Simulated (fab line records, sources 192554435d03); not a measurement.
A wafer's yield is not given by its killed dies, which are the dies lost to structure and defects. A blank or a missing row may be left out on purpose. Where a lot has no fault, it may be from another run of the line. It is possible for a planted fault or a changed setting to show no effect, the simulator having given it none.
Chamber matching    flow n5 finfet    4 sister chambers for N5_MOL_CONTACT_COAG_CONTACT_ETCH_14 on rie diel-06
The step etches SiO2 in C4F6/O2, target depth 27.5 nm, overetch 8.5 nm, time 20 s. 4 wafers are shown with their chamber, then 7 later ones without.

EACH WAFER AND ITS CHAMBER
wafer   chamber  showerhead plenum p Torr (Torr)
L084.1  2        3.06
L088.6  1        2.77
L092.1  0        3.05
L092.3  3        3.02

WAFERS WITHOUT THEIR CHAMBER
wafer   showerhead plenum p Torr (Torr)
L092.6  2.76
L096.1  3.05
L096.2  2.76
L096.6  2.76
L097.1  3.04
L097.3  3.01
L097.5  3.04

WHICH CHAMBER EACH ONE RAN IN
wafer   from the rows above           in truth
L092.6  1                             1
L096.1  can't be placed: 0 or 2       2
L096.2  1                             1
L096.6  1                             1
L097.1  can't be placed: 0 or 2 or 3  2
L097.3  3                             3
L097.5  can't be placed: 0 or 2 or 3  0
Placed correctly: 4 of 7. Cannot be placed on the basis of these rows: 3; the candidates contain the true chamber in 3. Placed wrongly: 0.
How it was worked out, from the rows above alone: a wafer's distance from a chamber is the root of the sum, over the readings, of the square of ((its reading less the chamber's mean) divided by the reading's scatter). If the next closest chamber is less than 2 further off than the closest, the wafer can't be placed; otherwise it belongs to the closest. A chamber's mean is the mean of its shown wafers. The scatter: with one shown wafer a chamber, the root of the mean of the squares of how far each hidden wafer lies from its nearest shown one.
